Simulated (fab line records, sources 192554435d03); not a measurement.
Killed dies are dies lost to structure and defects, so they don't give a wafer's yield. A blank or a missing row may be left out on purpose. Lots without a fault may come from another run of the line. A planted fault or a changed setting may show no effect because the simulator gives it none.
fab line records | flow n5_finfet
record lots=22 wafers=66 last_day=19
route steps=1938 shown MOL_CONTACT_COAG@588 BEOL_M0_SAQP@638 BEOL_M0_CUTY@708
lots that met no fault: from a run of the same line without faults
start_h: hours from the record's first day to the start of the lot's first wafer shown | wait_h: hours since the lot's step before | " the same as in the row above | L1.1+2: a row that stands for several wafers | - no value, or no start given | * or withheld: withheld | < > ~ a bound
route shown NAME@n: a module of which the file shows steps, and the number in the route of the first | usual: mean/standard deviation of fault-free wafers | same: alike in all rows | chamber/n: place in a boat | sites: the reading at each site | _std_site: their standard deviation | _edge_site: outer sites' mean less inner sites' | radius_mm: how far each site lies from the wafer's centre | mask NAME#n: copy n | behind: the tool/chamber that last shaped the wafer | hold: why the lot was held/for how many hours/how that ended | device: the transistor (n, p or np) that didn't switch | end of line: the same wafers' tests at the end of the route | a step without rows: its recipe alone | killed: dies lost to structure and defects at the first sort, not the wafer's yield | map: a wafer's dies, x killed, . not, _ none there
set.NAME: the setting as run; set.NAME@STEP: as run at that earlier step | model.NAME: the simulator's own value behind a step, which no gauge read
steps of the route over a sample of lots; a table a step, a row a wafer
services: from which hour (start_h, from the record's first day; less than 0 if before it) a tool's chamber was out of use, for how many hours, and why
## steps
# step N5_MOL_CONTACT_COAG_ETCH_47
# recipe chemistry=CH3F/O2 target=SiNx target_depth_a=270 mask_material=SiO2 stop_on=W over_etch_frac=0.2 ion_energy_ev=120 endpoint=OES-CN pressure_mtorr=30 source_w=395 bias_w=73 Ar_flow_sccm=150 CH3F_flow_sccm=30 O2_flow_sccm=20 ends=end_point
# usual CH3F_flow_sccm=30.01/0.088 chamber_pressure_mTorr=30.004/0.029 drypump_motor_current_A=5.7/0.35 etch_rf_on_time_s=30.9/0.39 mfc_ar_sccm=150.0/0.44 oes_product_au=0.72/0.092 rf_vpp_V=297.5/2.1 showerhead_plenum_p_Torr=1.99/0.059 throttle_valve_pct=16.24/0.27
# columns lot.wafer tool chamber start_h wait_h CH3F_flow_sccm chamber_pressure_mTorr drypump_motor_current_A etch_rf_on_time_s mfc_ar_sccm oes_product_au rf_hours_counter_h rf_vpp_V showerhead_plenum_p_Torr throttle_valve_pct
L074.2 rie_diel-01 1 99.44 0.0 29.93 30.036 5.5 30.9 150.4 0.65 193 300.6 1.99 16.76
L074.3 " 3 " " 29.93 30.009 6.4 31.6 150.0 0.61 246 298.6 1.98 16.52
L074.5 " 1 " " 30.05 29.981 5.5 31.0 150.3 0.65 - 300.2 1.99 16.76
L075.3 rie_diel-06 1 105.96 0.0 29.87 29.986 5.6 31.1 150.9 0.67 152 298.1 2.00 16.21
L075.5 " 2 " " 29.97 30.002 5.7 31.4 149.3 0.60 - 293.1 1.96 16.58
L075.6 " 1 " " 30.00 30.024 5.6 31.3 150.6 0.67 - 296.9 2.00 16.21
L076.2 rie_diel-01 1 113.03 0.0 30.09 30.007 5.5 31.5 150.4 0.64 198 298.4 1.99 16.77
L076.4 " 2 " " 30.07 30.027 5.7 30.9 150.7 0.82 - 296.6 1.96 15.87
L076.5 " 0 " " 30.04 29.993 5.2 31.0 150.2 0.59 - 298.3 1.97 16.64
L077.2 rie_diel-02 2 119.30 0.0 29.99 30.012 5.7 30.0 149.9 0.85 15 296.8 1.96 16.02
L077.4 " 0 " " 29.95 30.074 5.9 30.6 149.5 0.66 - 300.9 2.08 16.08
L077.5 " 2 " " 30.02 30.011 5.7 30.1 150.3 0.84 - 297.4 1.96 16.02
L078.1 rie_diel-06 0 125.39 0.0 29.96 29.977 5.3 30.5 149.5 0.76 36 296.5 2.13 16.18
L078.3 " 1 " " 30.05 29.986 5.6 31.3 150.3 0.67 161 297.8 1.99 16.23
L078.5 " 3 " " 29.97 30.022 6.2 31.4 149.7 0.62 - 291.8 1.90 16.41
L079.3 rie_diel-01 1 128.58 0.0 29.83 29.983 5.5 31.4 150.1 0.64 205 299.6 1.98 16.78
L079.4 " 0 " " 29.97 30.010 5.2 31.3 149.8 0.59 - 297.1 1.97 16.63
L079.6 " 2 " " 30.04 29.977 5.7 30.6 149.8 0.80 - 297.2 1.96 15.87
L081.1 rie_diel-02 0 143.43 0.0 30.08 29.993 5.9 30.2 149.7 0.66 163 300.7 2.08 16.11
L081.2 " 2 " " 30.01 30.025 5.7 30.1 149.9 0.82 25 295.9 1.96 16.05
L081.5 " 2 " " 29.86 29.960 5.7 30.1 149.8 0.82 - 296.1 1.96 16.04
L082.1 rie_diel-02 3 146.39 0.0 30.03 30.029 5.2 30.5 150.2 0.66 174 297.9 2.08 16.26
L082.3 " 2 " " 30.10 30.009 5.7 30.5 149.9 0.81 26 297.3 1.96 16.04
L082.4 " 1 " " 30.01 30.011 5.8 30.4 149.5 0.85 6 296.3 1.96 16.04
L084.1 rie_diel-02 0 161.52 0.0 29.89 30.025 5.9 30.9 149.8 0.65 170 301.6 2.07 16.13
L084.3 " 2 " " 30.07 29.955 5.7 30.6 150.0 0.80 31 296.9 1.96 16.06
L084.4 " 3 " " 30.05 30.009 5.2 30.8 149.7 0.66 179 299.8 2.08 16.29
L086.1 rie_diel-01 1 170.38 0.0 29.84 29.993 5.5 31.4 150.1 0.63 223 298.8 1.98 16.81
L086.2 " 2 " " 30.16 30.014 5.7 31.0 150.0 0.78 50 296.3 1.95 15.91
L086.6 " 3 " " 29.95 30.028 6.5 30.3 149.8 0.88 - 297.8 1.97 16.09
L085.3 rie_diel-01 3 173.74 0.0 30.02 29.966 6.4 30.6 150.3 0.86 9 299.1 1.97 16.12
L085.4 " 2 " " 30.00 30.042 5.8 31.1 149.7 0.77 - 297.2 1.95 15.90
L085.6 " 1 " " 30.13 29.998 5.6 31.4 148.9 0.62 - 300.1 1.98 16.81
L087.3 rie_diel-06 3 176.24 0.0 30.07 30.037 6.1 31.3 149.8 0.61 230 292.4 1.89 16.46
L087.5 " 0 " " 29.98 29.957 5.3 30.7 149.5 0.74 - 296.5 2.13 16.21
L087.6 " 1 " " 29.92 30.007 5.6 31.1 149.7 0.66 - 296.7 1.99 16.25
L088.1 rie_diel-01 2 188.09 0.0 30.04 30.021 5.8 31.0 150.3 0.77 59 297.3 1.95 15.92
L088.3 " 1 " " 29.99 29.994 5.5 31.5 149.5 0.61 232 300.5 1.98 16.84
L088.5 " 0 " " 29.90 30.002 5.2 31.0 149.6 0.90 - 297.7 1.96 16.12
L089.3 rie_diel-02 3 191.53 0.0 30.04 30.036 5.2 30.9 149.3 0.65 190 297.6 2.08 16.30
L089.5 " 0 " " 30.05 30.017 5.9 30.9 150.0 0.64 - 301.3 2.07 16.13
L089.6 " 3 " " 30.03 30.000 5.2 30.9 149.7 0.66 - 297.8 2.08 16.28
L090.1 rie_diel-01 3 195.33 0.0 29.98 30.008 6.4 30.4 149.8 0.84 18 299.9 1.97 16.13
L090.2 " 0 " " 29.96 30.006 5.2 30.4 150.3 0.88 4 296.8 1.96 16.14
L090.4 " 1 " " 29.99 30.067 5.5 31.1 149.5 0.61 234 301.1 1.97 16.83
L091.1 rie_diel-06 3 198.72 0.0 29.97 30.044 6.1 31.2 149.7 0.61 237 294.4 1.89 16.46
L091.2 " 2 " " 30.10 30.013 5.7 30.5 149.8 0.81 24 293.6 1.96 16.12
L091.4 " 1 " " 30.10 30.020 5.6 31.4 150.0 0.65 178 297.5 1.99 16.25
L092.1 rie_diel-06 2 206.11 0.0 30.01 29.987 5.7 30.6 149.8 0.80 25 294.5 1.95 16.12
L092.2 " 3 " " 30.01 29.976 6.1 31.1 150.3 0.61 239 293.9 1.89 16.48
L092.6 " 3 " " 30.24 29.991 6.1 30.9 150.4 0.62 - 292.5 1.89 16.46
L093.1 rie_diel-01 0 211.87 0.0 30.08 29.980 5.2 30.7 150.1 0.86 10 296.9 1.96 16.14
L093.3 " 3 " " 29.98 30.057 6.4 30.7 149.7 0.84 23 299.7 1.97 16.13
L093.6 " 1 " " 30.07 29.983 5.5 31.7 150.6 0.60 - 299.7 1.97 16.83
L094.1 rie_diel-02 3 218.20 0.0 29.91 29.964 5.2 30.9 149.5 0.64 200 298.1 2.07 16.33
L094.3 " 1 " " 30.04 29.964 5.9 30.9 150.1 0.79 32 295.8 1.96 16.09
L094.4 " 1 " " 29.93 29.996 5.9 30.7 150.2 0.78 - 293.8 1.96 16.11
L095.1 rie_diel-02 3 226.81 0.0 30.16 30.010 5.2 30.8 149.8 0.65 204 297.8 2.07 16.33
L095.2 " 1 " " 29.86 30.038 5.9 30.7 150.8 0.78 36 295.2 1.95 16.10
L095.5 " 2 " " 30.02 29.945 5.7 30.4 150.6 0.77 - 296.8 1.95 16.10
L097.2 rie_diel-02 1 238.67 0.0 29.92 29.947 5.8 31.2 150.2 0.76 41 294.0 1.95 16.09
L097.5 " 1 " " 29.93 29.981 5.8 31.4 150.4 0.77 - 294.9 1.95 16.08
L097.6 " 2 " " 29.92 30.015 5.7 30.8 151.0 0.77 - 295.4 1.95 16.12
L096.1 rie_diel-01 0 239.30 0.0 29.83 29.994 5.2 30.8 150.0 0.83 20 297.4 1.95 16.18
L096.5 " 3 " " 30.00 29.983 6.4 30.7 150.0 0.81 - 298.2 1.96 16.16
L096.6 " 0 " " 29.79 30.033 5.2 31.0 149.2 0.83 - 297.4 1.95 16.15
# step N5_MOL_CONTACT_COAG_CMP_52
# recipe stop_on=SiO2 t_overpolish_s=1.5 post_cmp_clean=w_dilute_nh4oh down_force_psi=4 platen_rpm=50.289 pad_velocity_m_s=1.0006 target_thk_nm=66.5
# usual motor_current_A=12.4/0.99 overpolish_run_s=1.501/0.0089 pad_life_wafers=878/580 time_to_endpoint_s=12.8/1.9
# columns lot.wafer tool chamber start_h wait_h motor_current_A overpolish_run_s pad_life_wafers time_to_endpoint_s
L074.3 cmp-01 0 101.96 0.1 12.8 1.509 1231 16.2
L074.2 " 2 " " 12.9 1.502 1233 17.8
L074.5 " 3 " " 11.7 1.496 - 16.8
L075.3 cmp-01 0 108.15 0.0 12.9 1.506 1284 13.8
L075.6 " 0 " " 12.8 1.485 - 15.1
L075.5 " 1 " " 11.5 1.508 - 14.0
L076.2 cmp-03 2 115.20 0.1 12.0 1.495 205 12.9
L076.4 " 3 " " 14.1 1.502 206 10.8
L076.5 " 1 " " 13.7 1.502 - 13.5
L077.4 cmp-03 1 121.29 0.1 13.8 1.499 247 10.1
L077.2 " 3 " " 13.9 1.502 249 11.4
L077.5 " 0 " " 12.1 1.511 - 12.8
L078.1 cmp-03 0 127.71 0.0 11.6 1.480 282 11.9
L078.3 " 3 " " 13.9 1.502 285 11.6
L078.5 " 1 " " 14.2 1.495 - 14.2
L079.4 cmp-03 0 130.59 0.1 11.9 1.503 307 12.1
L079.3 " 2 " " 11.2 1.511 309 12.8
L079.6 " 0 " " 11.7 1.503 - 11.2
L081.2 cmp-02 3 145.99 0.0 13.3 1.504 462 15.8
L081.1 " 0 " " 12.8 1.497 463 10.3
L081.5 " 0 " " 12.6 1.499 - 13.0
L082.3 cmp-03 3 148.36 0.0 13.3 1.515 474 10.6
L082.1 " 1 " " 13.2 1.510 476 11.0
L082.4 " 2 " " 11.1 1.499 477 12.0
L084.4 cmp-03 2 164.16 0.0 12.1 1.496 618 14.0
L084.3 " 0 " " 12.0 1.497 620 14.6
L084.1 " 1 " " 12.7 1.476 621 11.3
L086.1 cmp-03 0 172.79 0.1 11.6 1.514 697 14.3
L086.2 " 2 " " 11.1 1.489 699 18.1
L086.6 " 3 " " 13.5 1.504 - 11.2
L085.4 cmp-02 3 175.76 0.1 12.7 1.485 656 15.3
L085.3 " 0 " " 13.1 1.505 657 11.4
L085.6 " 2 " " 10.4 1.497 - 14.5
L087.3 cmp-03 1 179.75 0.1 13.6 1.508 764 9.4
L087.6 " 3 " " 13.9 1.490 - 11.5
L087.5 " 0 " " 11.3 1.501 - 11.2
L088.3 cmp-01 0 190.47 0.0 12.7 1.511 1842 13.1
L088.1 " 3 " " 11.6 1.487 1845 11.7
L088.5 " 0 " " 13.6 1.503 - 12.9
L089.3 cmp-02 0 193.51 0.1 12.8 1.511 781 10.5
L089.6 " 3 " " 13.1 1.496 - 13.7
L089.5 " 0 " " 12.7 1.502 - 13.3
L090.1 cmp-01 1 197.76 0.0 12.0 1.495 1896 14.4
L090.4 " 2 " " 13.0 1.488 1897 14.4
L090.2 " 0 " " 13.0 1.497 1899 13.1
L091.4 cmp-01 2 200.81 0.1 13.1 1.496 1915 10.2
L091.1 " 3 " " 11.5 1.499 1916 11.2
L091.2 " 0 " " 13.4 1.497 1917 11.9
L092.1 cmp-03 2 208.25 0.1 11.8 1.507 991 14.1
L092.2 " 0 " " 11.6 1.503 993 14.6
L092.6 " 1 " " 14.1 1.493 - 12.6
L093.3 cmp-01 2 213.86 0.1 13.6 1.497 2011 12.2
L093.1 " 3 " " 11.7 1.499 2012 13.7
L093.6 " 1 " " 11.9 1.505 - 13.3
L094.1 cmp-01 1 220.25 0.1 12.1 1.491 1 15.9
L094.4 " 2 " " 13.4 1.501 2 15.9
L094.3 " 3 " " 11.7 1.487 3 14.8
L095.2 cmp-02 0 228.87 0.0 12.4 1.490 1062 10.4
L095.1 " 2 " " 10.3 1.505 1064 8.9
L095.5 " 1 " " 11.8 1.496 - 13.1
L097.2 cmp-02 2 240.95 0.1 10.2 1.488 1142 9.8
L097.5 " 0 " " 12.1 1.502 - 10.9
L097.6 " 1 " " 11.9 1.500 - 14.0
L096.1 cmp-03 0 241.28 0.1 11.2 1.484 1279 11.9
L096.5 " 3 " " 13.6 1.493 - 12.1
L096.6 " 0 " " 11.7 1.496 - 13.0
# step N5_BEOL_M0_SAQP_PECVD_04
# recipe material=a-Si target_thk_a=600 temp_c=350 precursor=SiH4/He pressure_torr=3 rf_w=100 time_s=60.2
# usual heater_power_w=577/69 showerhead_plenum_p_Torr=5.64/0.056 susceptor_temp_C=350.04/0.23 throttle_valve_pct=18.3/1.1
# columns lot.wafer tool chamber start_h wait_h heater_power_w showerhead_plenum_p_Torr susceptor_temp_C throttle_valve_pct
L074.2 pecvd-02 0 106.13 0.0 601 5.68 350.10 17.6
L074.3 " 1 " " 668 5.61 349.90 17.9
L074.5 " 1 " " 676 5.61 349.85 17.9
L075.3 pecvd-04 2 112.23 0.1 570 5.73 350.26 16.9
L075.5 " 2 " " 575 5.74 349.66 16.6
L075.6 " 0 " " 544 5.69 350.12 20.2
L076.2 pecvd-01 2 121.09 0.0 525 5.55 349.95 17.7
L076.4 " 1 " " 538 5.63 350.20 20.1
L076.5 " 0 " " 571 5.57 350.12 20.7
L077.2 pecvd-02 2 127.00 0.0 514 5.66 349.67 17.6
L077.4 " 2 " " 500 5.66 349.71 17.9
L077.5 " 1 " " 750 5.61 349.79 18.0
L078.1 pecvd-02 1 132.72 0.0 687 5.61 349.99 17.8
L078.3 " 0 " " 586 5.68 350.13 17.5
L078.5 " 1 " " 706 5.60 349.89 18.0
L079.3 pecvd-02 2 135.62 0.0 503 5.67 350.05 18.0
L079.4 " 2 " " 498 5.66 349.71 18.0
L079.6 " 0 " " 536 5.68 349.61 17.5
L081.1 pecvd-04 2 151.22 0.0 606 5.73 350.13 16.9
L081.2 " 0 " " 520 5.69 350.50 20.2
L081.5 " 1 " " 554 5.58 350.08 17.5
L082.1 pecvd-02 0 153.18 0.0 552 5.67 349.91 17.5
L082.3 " 1 " " 708 5.61 350.46 18.1
L082.4 " 1 " " 728 5.61 350.27 17.8
L084.1 pecvd-02 2 168.95 0.0 536 5.67 350.08 18.0
L084.3 " 1 " " 689 5.61 350.02 18.2
L084.4 " 1 " " 717 5.62 350.09 17.9
L086.1 pecvd-01 1 177.79 0.0 551 5.64 349.76 19.8
L086.2 " 0 " " 621 5.56 350.33 20.8
L086.6 " 1 " " 580 5.65 349.79 20.2
L085.3 pecvd-04 2 180.21 0.0 583 5.74 349.96 16.6
L085.4 " 1 " " 574 5.57 350.11 17.1
L085.6 " 2 " " 570 5.72 349.76 17.0
L087.3 pecvd-02 0 184.00 0.0 517 5.69 349.74 17.8
L087.5 " 1 " " 684 5.61 350.76 17.8
L087.6 " 0 " " 548 5.68 349.88 17.8
L088.1 pecvd-02 1 194.46 0.0 648 5.60 349.58 18.2
L088.3 " 0 " " 606 5.67 350.44 17.5
L088.5 " 0 " " 602 5.67 350.50 17.6
L089.3 pecvd-02 0 199.41 0.0 578 5.69 350.27 17.8
L089.5 " 2 " " 522 5.67 350.23 18.4
L089.6 " 0 " " 595 5.68 349.89 18.0
L090.1 pecvd-04 2 201.80 0.0 561 5.74 349.90 16.9
L090.2 " 0 " " 558 5.69 349.94 20.3
L090.4 " 1 " " 614 5.56 350.20 17.1
L091.1 pecvd-01 1 204.99 0.0 553 5.64 349.95 19.9
L091.2 " 2 " " 494 5.55 350.03 17.8
L091.4 " 1 " " 550 5.64 350.23 19.9
L092.1 pecvd-02 1 213.93 0.0 746 5.62 350.03 17.6
L092.2 " 2 " " 533 5.67 350.15 18.3
L092.6 " 2 " " 534 5.66 349.85 18.2
L093.1 pecvd-01 1 218.94 0.0 571 5.62 350.02 19.7
L093.3 " 2 " " 558 5.54 349.93 18.0
L093.6 " 1 " " 590 5.63 350.20 20.0
L094.1 pecvd-01 2 224.39 0.0 534 5.55 350.00 17.9
L094.3 " 0 " " 607 5.56 350.39 20.5
L094.4 " 0 " " 648 5.57 350.24 20.4
L095.1 pecvd-04 0 234.33 0.0 549 5.68 350.11 20.2
L095.2 " 2 " " 515 5.73 349.54 16.8
L095.5 " 1 " " 548 5.55 350.31 17.4
L097.2 pecvd-02 2 245.52 0.0 499 5.66 350.12 18.2
L097.5 " 0 " " 604 5.69 349.97 18.0
L097.6 " 2 " " 504 5.66 349.72 18.5
L096.1 pecvd-01 1 248.63 0.0 578 5.64 350.06 20.0
L096.5 " 2 " " 475 5.56 350.12 17.8
L096.6 " 0 " " 656 5.55 350.14 20.3
# step N5_BEOL_M0_SAQP_INSPECT_16
# recipe mode=adi inspect_instrument=brightfield
# usual raw_defect_count=464/120
# columns lot.wafer tool chamber start_h wait_h raw_defect_count
L074.2 defect_inspect-01 - 106.67 0.0 548
L074.3 " - " " 453
L074.5 " - " " 500
L075.3 defect_inspect-02 - 112.74 0.0 342
L075.5 " - " " 372
L075.6 " - " " 322
L076.2 defect_inspect-02 - 121.76 0.0 385
L076.4 " - " " 403
L076.5 " - " " 490
L077.2 defect_inspect-01 - 127.51 0.0 503
L077.4 " - " " 517
L077.5 " - " " 404
L078.1 defect_inspect-01 - 133.22 0.0 628
L078.3 " - " " 481
L078.5 " - " " 581
L079.3 defect_inspect-01 - 136.26 0.0 393
L079.4 " - " " 400
L079.6 " - " " 256
L081.1 defect_inspect-02 - 151.73 0.0 470
L081.2 " - " " 504
L081.5 " - " " 393
L082.1 defect_inspect-02 - 153.69 0.0 318
L082.3 " - " " 467
L082.4 " - " " 473
L084.1 defect_inspect-02 - 169.58 0.0 403
L084.3 " - " " 531
L084.4 " - " " 586
L086.1 defect_inspect-01 - 178.30 0.0 369
L086.2 " - " " 342
L086.6 " - " " 337
L085.3 defect_inspect-02 - 180.72 0.0 350
L085.4 " - " " 447
L085.6 " - " " 462
L087.3 defect_inspect-01 - 184.64 0.0 384
L087.5 " - " " 598
L087.6 " - " " 585
L088.1 defect_inspect-01 - 194.97 0.0 399
L088.3 " - " " 284
L088.5 " - " " 262
L089.3 defect_inspect-02 - 200.05 0.0 384
L089.5 " - " " 382
L089.6 " - " " 365
L090.1 defect_inspect-01 - 202.31 0.0 389
L090.2 " - " " 416
L090.4 " - " " 405
L091.1 defect_inspect-01 - 205.62 0.0 614
L091.2 " - " " 600
L091.4 " - " " 526
L092.1 defect_inspect-02 - 214.56 0.0 615
L092.2 " - " " 679
L092.6 " - " " 484
L093.1 defect_inspect-02 - 219.63 0.0 693
L093.3 " - " " 485
L093.6 " - " " 416
L094.1 defect_inspect-02 - 224.89 0.0 287
L094.3 " - " " 428
L094.4 " - " " 510
L095.1 defect_inspect-02 - 234.84 0.0 603
L095.2 " - " " 404
L095.5 " - " " 607
L097.2 defect_inspect-01 - 246.21 0.0 502
L097.5 " - " " 383
L097.6 " - " " 452
L096.1 defect_inspect-02 - 249.29 0.0 405
L096.5 " - " " 428
L096.6 " - " " 407
# step N5_BEOL_M0_SAQP_STRIP_75
# recipe chemistry=CF4 resist=SiARC power_w=300 bias_power_w=75 pressure_mtorr=50 cf4_flow_sccm=150 rf_frequency_hz=6e+07
# usual chamber_pressure_mTorr=50.00/0.047 drypump_motor_current_A=5.9/0.43 oes_product_au=0.176/0.013 rf_vpp_V=271.7/1.3 showerhead_plenum_p_Torr=1.82/0.045 throttle_valve_pct=13.61/0.16
# columns lot.wafer tool chamber start_h wait_h chamber_pressure_mTorr drypump_motor_current_A oes_product_au rf_hours_counter_h rf_vpp_V showerhead_plenum_p_Torr throttle_valve_pct
L074.2 rie_diel-05 0 111.93 0.1 50.08 5.3 0.188 67 271.7 1.81 13.63
L074.3 " 2 " " 50.01 5.7 0.169 180 272.3 1.86 13.82
L074.5 " 3 " " 50.03 5.7 0.199 - 273.7 1.89 13.46
L075.3 rie_diel-05 0 118.08 0.1 49.99 5.2 0.191 69 272.3 1.81 13.65
L075.5 " 2 " " 49.99 5.7 0.173 - 272.4 1.86 13.85
L075.6 " 1 " " 49.94 5.8 0.171 - 273.0 1.87 13.64
L076.2 rie_diel-04 1 126.92 0.1 50.00 6.2 0.179 128 271.2 1.80 13.73
L076.4 " 0 " " 49.97 5.4 0.204 45 273.9 1.89 13.31
L076.5 " 3 " " 50.01 6.5 0.172 - 272.5 1.79 13.51
L077.2 rie_diel-04 1 132.34 0.1 49.93 6.2 0.177 130 271.4 1.80 13.74
L077.4 " 2 " " 49.99 6.5 0.173 190 271.3 1.79 13.56
L077.5 " 3 " " 50.01 6.5 0.165 - 272.0 1.79 13.53
L078.1 rie_diel-04 2 138.08 0.1 50.06 6.5 0.168 192 271.0 1.79 13.57
L078.3 " 3 " " 50.02 6.4 0.160 163 272.8 1.79 13.52
L078.5 " 3 " " 50.11 6.4 0.169 - 270.9 1.79 13.52
L079.3 rie_diel-05 2 141.51 0.1 50.00 5.7 0.165 188 272.9 1.86 13.85
L079.4 " 1 " " 49.97 5.8 0.166 156 271.8 1.86 13.66
L079.6 " 3 " " 49.94 5.7 0.195 - 274.1 1.89 13.46
L081.1 rie_diel-04 1 156.53 0.1 50.06 6.2 0.177 138 271.9 1.80 13.75
L081.2 " 2 " " 50.11 6.5 0.165 197 269.7 1.79 13.58
L081.5 " 1 " " 49.96 6.2 0.176 - 270.7 1.80 13.75
L082.1 rie_diel-05 3 158.76 0.1 49.84 5.7 0.188 45 272.3 1.88 13.45
L082.3 " 0 " " 49.96 5.2 0.189 80 271.1 1.81 13.68
L082.4 " 2 " " 50.02 5.7 0.176 193 272.9 1.86 13.86
L084.1 rie_diel-03 2 174.74 0.1 49.99 5.5 0.169 178 270.7 1.79 13.47
L084.3 " 3 " " 49.94 5.6 0.165 207 270.7 1.77 13.72
L084.4 " 0 " " 49.99 6.3 0.177 - 271.7 1.78 13.69
L086.1 rie_diel-04 0 186.69 0.1 50.05 5.4 0.198 64 274.8 1.89 13.34
L086.2 " 3 " " 50.02 6.5 0.162 176 270.8 1.78 13.57
L086.6 " 2 " " 50.04 6.5 0.172 - 268.3 1.78 13.59
L085.3 rie_diel-03 3 190.03 0.1 50.06 5.6 0.163 210 271.6 1.77 13.76
L085.4 " 1 " " 49.94 6.0 0.198 38 270.9 1.76 13.36
L085.6 " 2 " " 50.04 5.5 0.170 - 272.0 1.79 13.50
L087.3 rie_diel-04 0 193.52 0.1 49.95 5.4 0.192 66 272.8 1.89 13.36
L087.5 " 1 " " 49.98 6.2 0.175 - 272.6 1.80 13.79
L087.6 " 0 " " 50.00 5.4 0.197 - 273.7 1.89 13.35
L088.1 rie_diel-04 0 200.13 0.1 49.97 5.4 0.189 68 271.8 1.89 13.35
L088.3 " 3 " " 49.89 6.5 0.163 180 270.3 1.78 13.55
L088.5 " 0 " " 50.03 5.5 0.195 - 272.9 1.89 13.37
L089.3 rie_diel-05 1 206.03 0.1 50.06 5.8 0.166 174 271.7 1.86 13.70
L089.5 " 2 " " 50.00 5.7 0.171 - 272.4 1.85 13.89
L089.6 " 1 " " 50.01 5.8 0.168 - 270.6 1.86 13.71
L090.1 rie_diel-04 2 208.23 0.1 50.04 6.5 0.171 211 270.6 1.78 13.61
L090.2 " 0 " " 50.01 5.4 0.195 71 272.1 1.89 13.36
L090.4 " 1 " " 49.89 6.2 0.172 153 271.0 1.79 13.78
L091.1 rie_diel-03 2 210.88 0.1 49.99 5.4 0.172 189 270.7 1.78 13.52
L091.2 " 0 " " 50.05 6.4 0.161 213 269.6 1.78 13.73
L091.4 " 1 " " 49.95 6.1 0.202 45 269.4 1.76 13.41
L092.1 rie_diel-05 0 219.57 0.1 50.05 5.3 0.188 98 271.8 1.80 13.70
L092.2 " 1 " " 50.03 5.8 0.172 178 273.1 1.86 13.70
L092.6 " 3 " " 50.11 5.7 0.196 - 275.2 1.88 13.51
L093.1 rie_diel-04 2 225.65 0.1 50.04 6.5 0.166 215 269.6 1.78 13.63
L093.3 " 1 " " 50.07 6.2 0.172 158 270.2 1.79 13.80
L093.6 " 0 " " 49.99 5.4 0.185 - 273.1 1.89 13.38
L094.1 rie_diel-03 1 230.20 0.1 50.01 6.0 0.196 51 269.7 1.75 13.39
L094.3 " 0 " " 49.99 6.4 0.165 219 271.6 1.78 13.73
L094.4 " 3 " " 50.06 5.6 0.156 224 270.2 1.77 13.78
L095.1 rie_diel-04 3 240.61 0.1 50.08 6.5 0.162 191 271.2 1.78 13.60
L095.2 " 1 " " 50.04 6.2 0.175 162 273.0 1.79 13.79
L095.5 " 0 " " 49.98 5.4 0.189 - 273.6 1.89 13.39
L097.2 rie_diel-04 2 251.99 0.1 50.01 6.5 0.165 223 271.6 1.78 13.67
L097.5 " 2 " " 50.02 6.5 0.169 - 270.3 1.78 13.65
L097.6 " 1 " " 50.02 6.2 0.174 - 270.7 1.79 13.80
L096.1 rie_diel-04 2 256.41 0.1 50.04 6.5 0.164 225 271.1 1.78 13.65
L096.5 " 2 " " 50.00 6.5 0.165 - 270.7 1.78 13.65
L096.6 " 1 " " 49.99 6.2 0.169 - 271.4 1.79 13.84
# step N5_BEOL_M0_CUTY_CD_MEAS_57
# recipe target_cd_nm=200 landing_energy_ev=500 detector=se_inlens polarity=line
# usual cd_nm=199.8/0.9
# columns lot.wafer tool chamber start_h wait_h cd_nm
L074.2 cd_sem-02 0 112.33 - 198.3
L074.3 " 0 " " 200.5
L074.5 " 0 " " 200.0
L075.3 cd_sem-01 0 118.35 - 198.9
L075.5 " 0 " " 198.3
L075.6 " 0 " " 198.8
L076.2 cd_sem-01 0 127.32 - 199.2
L076.4 " 0 " " 199.4
L076.5 " 0 " " 199.1
L077.2 cd_sem-03 0 132.60 - 200.0
L077.4 " 0 " " 198.9
L077.5 " 0 " " 199.5
L078.1 cd_sem-02 0 138.35 - 198.6
L078.3 " 0 " " 198.9
L078.5 " 0 " " 198.3
L079.3 cd_sem-01 0 141.78 - 199.2
L079.4 " 0 " " 199.9
L079.6 " 0 " " 199.9
L081.1 cd_sem-02 0 156.80 - 199.6
L081.2 " 0 " " 201.3
L081.5 " 0 " " 200.8
L082.1 cd_sem-01 0 159.15 - 200.5
L082.3 " 0 " " 200.6
L082.4 " 0 " " 200.5
L084.1 cd_sem-01 0 175.14 - 197.7
L084.3 " 0 " " 197.8
L084.4 " 0 " " 199.3
L086.1 cd_sem-03 0 186.96 - 200.5
L086.2 " 0 " " 200.2
L086.6 " 0 " " 201.3
L085.3 cd_sem-02 0 190.43 - 200.3
L085.4 " 0 " " 200.8
L085.6 " 0 " " 200.7
L087.3 cd_sem-02 0 193.92 - 199.1
L087.5 " 0 " " 199.5
L087.6 " 0 " " 198.2
L088.1 cd_sem-03 0 200.52 - 198.9
L088.3 " 0 " " 199.3
L088.5 " 0 " " 198.2
L089.3 cd_sem-03 0 206.42 - 200.0
L089.5 " 0 " " 199.9
L089.6 " 0 " " 199.9
L090.1 cd_sem-01 0 208.50 - 200.0
L090.2 " 0 " " 200.6
L090.4 " 0 " " 201.1
L091.1 cd_sem-03 0 211.28 - 201.4
L091.2 " 0 " " 200.2
L091.4 " 0 " " 200.6
L092.1 cd_sem-02 0 219.84 - 200.3
L092.2 " 0 " " 200.7
L092.6 " 0 " " 200.4
L093.1 cd_sem-01 0 226.04 - 199.9
L093.3 " 0 " " 201.1
L093.6 " 0 " " 200.4
L094.1 cd_sem-02 0 230.59 - 199.1
L094.3 " 0 " " 199.4
L094.4 " 0 " " 199.8
L095.1 cd_sem-03 0 241.01 - 199.6
L095.2 " 0 " " 199.2
L095.5 " 0 " " 198.5
L097.2 cd_sem-02 0 252.39 - 200.2
L097.5 " 0 " " 200.1
L097.6 " 0 " " 199.2
L096.1 cd_sem-02 0 256.80 - 200.2
L096.5 " 0 " " 200.6
L096.6 " 0 " " 200.9
## services
# columns tool chamber start_h hours kind
cmp-03 - 85.84 4.0 pm
cmp-02 - 87.05 4.0 pm
pecvd-01 1 90.44 5.9 repair
rie_diel-04 3 95.97 9.2 repair
rie_diel-06 2 112.37 4.9 repair
rie_diel-01 0 119.86 2.2 repair
cmp-03 - 125.10 0.6 repair
rie_diel-05 - 140.08 0.4 repair
cmp-03 - 143.16 0.8 repair
cmp-01 - 144.48 7.2 repair
cmp-02 - 152.35 3.2 pm
rie_diel-06 1 164.44 9.9 repair
rie_diel-01 3 177.60 5.2 repair
cmp-01 - 181.22 2.8 repair
pecvd-02 - 181.53 0.9 repair
pecvd-01 - 189.49 2.2 repair
rie_diel-02 0 212.15 22.1 repair
cmp-01 - 215.29 4.0 pm
pecvd-01 0 217.93 1.7 repair
cmp-01 - 221.98 3.3 repair
pecvd-02 - 229.79 2.9 repair
cmp-01 - 241.36 0.4 repair
cmp-01 - 248.38 7.0 repair
cmp-03 - 249.33 2.6 repair
## key
fault none
